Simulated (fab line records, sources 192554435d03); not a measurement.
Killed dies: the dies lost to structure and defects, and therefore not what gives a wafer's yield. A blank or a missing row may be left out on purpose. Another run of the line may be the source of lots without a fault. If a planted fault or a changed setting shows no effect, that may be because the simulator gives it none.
A lot that was struck, set against a sound lot || flow n5-finfet || 40 out of 1938 route steps
Sound: the wafers L586.1, L586.5, L586.6. Struck: wafer L583.5 (L583.1, L583.2, from the same lot, were not struck and are left out); the cause is given at the end.
For every step that has rows: the tool of each side, followed by ch and its chambers, followed by its first start. Under that, the readings that differ: sound wafers || struck wafers || difference of the means || sigmas: that difference in standard deviations of wafers without a fault.
alike: readings with means less than 2 such deviations apart, plus words and numbers identical on both sides. not compared: withheld readings, readings lacking a value on some wafer, bounds such as >300 that could conceal the same value, and numbers that have no deviation in the record and whose values overlap.
The two part at a step that has a row with sigmas, a row that says differs or no value, or rows on one side only. Numbers that have no deviation but don't overlap get no sigmas and don't part them. Lack of a reading on every wafer of one side parts them only where that side has two or more wafers.

first, 11 steps without rows for these wafers: N5_FIN_SAQP_STRIP_23 (strips in SPM, time 750 s); N5_FIN_SAQP_SRD_66 (time 30 s); N5_FIN_SAQP_RECESS_75 (chemistry HF/NH3, target SiO2, target depth 14.4 nm, afs cycles 3, sublimation time 60 s); N5_FIN_SAQP_SPACER1_ALD_24 (deposits SiO2, target thk 20.3 nm, pulse time 1 s, purge time 2 s); N5_FIN_SAQP_SPACER1_ETCHBACK_25 (etches SiO2 in CHF3/O2, target depth 24.4 nm, time 12.2 s); N5_FIN_SAQP_MANDREL1_REMOVE_56 (chemistry HBr/Cl2/O2, target a-Si, stops on SiNx, bt time 10 s); N5_FIN_SAQP_ETCH_57 (etches SiNx in CH3F/O2, target depth 32.5 nm, time 46.4 s); N5_FIN_SAQP_ETCH_65 (etches SiO2 in CF4, target depth 4 nm, time 4.4 s); N5_FIN_SAQP_MANDREL_ETCH_58 (etches a-Si in HBr/Cl2, stops on SiNx, target depth 45 nm, bt time 10 s, time 27 s); N5_FIN_SAQP_RECESS_63 (chemistry HF/NH3, target SiO2, target depth 18 nm, afs cycles 3, sublimation time 60 s); N5_FIN_SAQP_COAT_68 (time 60 s, resist thk 100 nm).
N5_FIN_SAQP_ETCH_69: etches SOC in N2/H2, stops on SiNx, target depth 150 nm.
  sound on rie-diel-01 ch 1,2,3, day 7 14:28; struck on rie-diel-05 ch 0, day 6 20:14
{"reading": "oes-product-au (a.u.)", "sound": "0.77 0.69 0.68", "struck": 0.89, "difference": "+0.18", "sigmas": "+2"}
  alike: drypump-motor-current-A, rf-vpp-V, showerhead-plenum-p-Torr, throttle-valve-pct
  not compared: rf-hours-counter-h
then, 14 steps without rows for these wafers: N5_FIN_SAQP_ETCH_67 (etches SiNx in CH3F/O2, target depth 30 nm); N5_FIN_SAQP_STRIP_70 (strips in N2/H2); N5_FIN_SAQP_RECESS_71 (chemistry HF/NH3, target SiO2, target depth 3 nm, afs cycles 1, sublimation time 60 s); N5_FIN_SAQP_SPACER2_ALD_28 (deposits SiO2, target thk 8.1 nm, pulse time 1 s, purge time 2 s); N5_FIN_SAQP_SPACER2_ETCHBACK_29 (etches SiO2 in CHF3/O2, target depth 12.2 nm, time 6.1 s); N5_FIN_SAQP_MANDREL2_REMOVE_60 (chemistry HBr/Cl2/O2, target a-Si, stops on SiNx, bt time 10 s); N5_FIN_SAQP_HM_OPEN_33 (chemistry CH3F/O2, target SiNx, target depth 49.4 nm, time 70.6 s); N5_FIN_SAQP_ETCH_34 (etches SiO2 in C4F6/O2, target depth 45 nm, time 15 s); N5_FIN_SAQP_STRIP_77 (strips in N2/H2, time 90 s); N5_FIN_SAQP_ETCH_64 (etches SiO2 in CF4, target depth 1.5 nm); N5_FIN_SAQP_FIN_ETCH_36 (etches the open film in HBr/Cl2/O2, target depth 120 nm, time 50.4 s); N5_FIN_SAQP_PRECLEAN_38 (cleans in O3/DIW, time 45 s); N5_FIN_SAQP_PRECLEAN_45 (cleans in dHF, time 10 s); N5_FIN_SAQP_SRD_39 (time 30 s).
N5_FIN_SAQP_INSPECT_40: inspects for defects (brightfield).
  struck on defect-inspect-01, day 6 21:39; sound on defect-inspect-02, day 7 15:52
{"reading": "raw-defect-count", "sound": "291 345 288", "struck": 515, "difference": "+207", "sigmas": "+3"}
then, 9 steps without rows for these wafers: N5_FIN_CUT_COAT_18 (time 60 s, resist thk 230 nm); N5_FIN_CUT_COAT_19 (time 60 s, resist thk 20 nm); N5_FIN_CUT_COAT_29 (time 60 s, resist thk 10 nm); N5_FIN_CUT_COAT_02 (resist thk 30 nm); N5_FIN_CUT_EBR_04; N5_FIN_CUT_SOFTBAKE_03 (time 60 s); N5_FIN_CUT_EXPOSE_05 (exposes mask FIN CUT); N5_FIN_CUT_PEB_06 (peb time 60 s); N5_FIN_CUT_DEVELOP_07 (develop time 30 s).
N5_FIN_CUT_INSPECT_10: inspects for defects (brightfield).
  struck on defect-inspect-01, day 6 22:10; sound on defect-inspect-02, day 7 16:23
{"reading": "raw-defect-count", "sound": "55 51 49", "struck": 379, "difference": "+327", "sigmas": "+33"}
N5_FIN_CUT_INSPECT_17: inspects for defects (brightfield).
  struck on defect-inspect-02, day 6 23:07; sound on defect-inspect-02, day 7 17:20
{"reading": "raw-defect-count", "sound": "292 336 292", "struck": 498, "difference": "+191", "sigmas": "+3"}
-- record jumps: 6 days separate the struck wafers' starts on either side; left off in module FIN_CUT, taken up again in module BEOL_M4, whose first shown step is the route's number 1111 --
N5_BEOL_M4_RC_MEAS_101:
  sound on prober-02 ch 0, day 13 23:58; struck on prober-02 ch 0, day 12 23:50
  alike: DIBL_N, DIBL_P, IOFF_N, IOFF_P, ION_N, ION_P, SS_N, SS_P, VT_N, VT_P
-- the record jumps here: 5 days lie between the struck wafers' starts before and after (it left off in module BEOL_M4 and takes up again in module PASSIVATION, whose first step shown is number 1936 of the route) --
N5_PASSIVATION_PROBE_49:
  struck on prober-02, day 17 19:13; sound on prober-01, day 18 16:25
{"reading": "defect-limited-yield (%)", "sound": "90.0 91.0 91.2", "struck": 82.6, "difference": -8.1, "sigmas": -6}
{"reading": "killed-at-front-end", "sound": "47 34 34", "struck": 144, "difference": "+106", "sigmas": "+10"}
{"reading": "killed-dies", "sound": "118 106 104", "struck": 205, "difference": "+96", "sigmas": "+6"}
{"reading": "sort_bin_5_function (%)", "sound": "5.9 5.5 5.3", "struck": 12.2, "difference": "+6.6", "sigmas": "+7"}
{"reading": "sort-n-pass", "sound": "1062 1074 1076", "struck": 975, "difference": -96, "sigmas": -3}
{"reading": "sort-yield-pct (%)", "sound": "90.0 91.0 91.2", "struck": 82.6, "difference": -8.1, "sigmas": -3}
  alike: killed_at_M0_to_M3, killed_at_M4_up, killed-at-contacts, killed-at-other, killed-open, killed-short, sort_bin_4_leakage, sort_bin_6_memory, sort_bin_8_speed

== WHERE THEY PART ==
At N5_FIN_SAQP_ETCH_69 first; at N5_PASSIVATION_PROBE_49 last (within this record only).

WHY: what the simulator had put in
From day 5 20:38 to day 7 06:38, rie-diel-05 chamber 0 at N5_FIN_SAQP_ETCH_69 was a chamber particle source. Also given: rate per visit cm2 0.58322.
